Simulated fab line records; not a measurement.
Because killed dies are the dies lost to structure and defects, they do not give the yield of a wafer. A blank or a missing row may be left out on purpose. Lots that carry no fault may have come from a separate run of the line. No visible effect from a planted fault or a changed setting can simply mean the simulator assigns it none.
A lot that was struck, set against a sound lot :: flow n5 finfet :: 24 out of 1938 route steps
Sound: these wafers, L102.2, L102.3, L102.5. Struck: wafers L115.1, L115.2, L115.5. The cause comes at the end.
At each step with rows: each side's tool, then ch and its chambers, then its first start. Under that, the readings that differ: sound wafers :: struck wafers :: difference of the means :: sigmas: that difference in standard deviations of wafers without a fault.
alike: words and numbers the same on both sides, and readings whose means are apart by under 2 such deviations; not compared: readings that were withheld, readings missing a value for some wafer, numbers with overlapping values and no deviation given by the record, and bounds like >300 which may hide the same value.
Wherever a step has rows on one side only, a row that says differs or no value, or a row with sigmas, the two part there. When numbers do not overlap yet have no deviation, they are printed without sigmas and do not part them. A reading that every wafer of one side lacks parts them only if that side has two wafers or more.

first, 11 steps without rows for these wafers: N5_BEOL_M5_STRIP_63 (strips in N2/H2); N5_BEOL_M5_STRIP_73 (strips in N2/H2); N5_BEOL_M5_STRIP_64 (strips in CF4); N5_BEOL_M5_HM_OPEN_17 (chemistry Cl2/BCl3, target TiN, target depth 20 nm, overetch 6 nm); N5_BEOL_M5_STRIP_19 (strips in O2); N5_BEOL_M5_COAT_65 (time 60 s, resist thk 60 nm); N5_BEOL_M5_COAT_66 (time 60 s, resist thk 12 nm); N5_BEOL_M5_COAT_74 (time 60 s, resist thk 5 nm); N5_BEOL_M5_COAT_22 (resist thk 30 nm); N5_BEOL_M5_EBR_24; N5_BEOL_M5_SOFTBAKE_23 (time 60 s).
N5_BEOL_M5_EXPOSE_25: exposes mask V4, defocus 10 nm.
  sound on euv scanner-01 ch 0, day 8 15:36; struck on euv scanner-01 ch 0, day 12 10:59
reading: exposure dose mJ cm2
sound: 52.70 52.71 52.72
struck: 50.29 50.21 50.28
difference: -2.45
sigmas: -28
  alike: mask, reticle temp C
then, 2 steps without rows for these wafers: N5_BEOL_M5_PEB_26 (peb time 60 s); N5_BEOL_M5_DEVELOP_27 (develop time 30 s).
N5_BEOL_M5_CD_MEAS_28: target cd 30.6 nm, target cd y 20 nm.
  sound on cd sem-03 ch 0, day 8 15:44; struck on cd sem-01 ch 0, day 12 11:07
reading: cd nm (nm)
sound: 30.02 30.34 30.36
struck: 29.07 29.45 29.54
difference: -0.89
sigmas: -3
then, 1 step without rows for these wafers: N5_BEOL_M5_DESCUM_33 (chemistry O2, time 7 s).
N5_BEOL_M5_ETCH_75: etches underlayer in N2/H2, target depth 6.5 nm, time 5.2 s.
  sound on rie diel-05 ch 0,3, day 8 16:02; struck on rie diel-05 ch 0,1, day 12 11:16
reading: model.BEOL_M5.cd nm (nm)
sound: 27.6 28.2 28.4
struck: 27 27.4 27.4
difference: -1
sigmas: 
  alike: drypump motor current A, etch rf on time s, oes product au, rf vpp V, showerhead plenum p Torr, throttle valve pct
  not compared: rf hours counter h
then, 4 steps without rows for these wafers: N5_BEOL_M5_ETCH_67 (etches SiARC in CF4, target depth 15.6 nm, time 26 s); N5_BEOL_M5_ETCH_68 (etches SOC in N2/H2, target depth 80 nm, overetch 16 nm, time 120 s); N5_BEOL_M5_STRIP_69 (strips in N2/H2); N5_BEOL_M5_STRIP_76 (strips in N2/H2).
N5_BEOL_M5_VIA_ETCH_34: etches SiCOH lowk in C4F6/O2, target depth 88.3 nm, time 39.2 s.
  sound on rie diel-05 ch 0,3, day 8 16:11; struck on rie diel-05 ch 0,1, day 12 11:25
  alike: drypump motor current A, oes_ar_750_au, oes product au, rf vpp V, showerhead plenum p Torr, throttle valve pct
  not compared: rf hours counter h, model.BEOL_M5.cd nm
then, 1 step without rows for these wafers: N5_BEOL_M5_STRIP_85 (strips in C4F6/O2).
-- a jump in the record: the struck wafers' starts before and after are 4 days apart (it breaks off in module BEOL_M5 and resumes in module PASSIVATION, where the first step shown is number 1936 of the route) --
N5_PASSIVATION_PROBE_49:
  sound: prober-02 at day 13 02:20; struck: prober-02 at day 16 17:05
reading: defect limited yield (%)
sound: 90.8 91.8 92.5
struck: 87.9 87.5 86.5
difference: -4.4
sigmas: -3

reading: killed_at_M4_up
sound: 25 26 17
struck: 57 52 63
difference: +35
sigmas: +6

reading: killed at other
sound: 1 0 2
struck: 9 20 14
difference: +13
sigmas: +4

reading: killed dies
sound: 108 97 88
struck: 143 147 159
difference: +52
sigmas: +3

reading: sort_bin_5_function (%)
sound: 5.7 4.5 4.3
struck: 6.6 7.7 7.5
difference: +2.4
sigmas: +2

reading: sort_bin_6_memory (%)
sound: 3.2 3.1 3.0
struck: 4.3 4.4 4.9
difference: +1.4
sigmas: +2

reading: sort n pass
sound: 1072 1083 1092
struck: 1037 1033 1021
difference: -52
sigmas: -3

reading: sort yield pct (%)
sound: 90.8 91.8 92.5
struck: 87.9 87.5 86.5
difference: -4.4
sigmas: -3
  alike: killed_at_M0_to_M3, killed at contacts, killed at front end, killed open, killed short, sort_bin_8_speed

WHERE THEY PART
Earliest at N5_BEOL_M5_EXPOSE_25; latest, in this record, at N5_PASSIVATION_PROBE_49.

WHY: whatever the simulator had introduced
Process parameters drifting: euv scanner-01 at N5_BEOL_M5_EXPOSE_25, beginning at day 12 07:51. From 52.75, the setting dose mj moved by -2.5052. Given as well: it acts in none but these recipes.
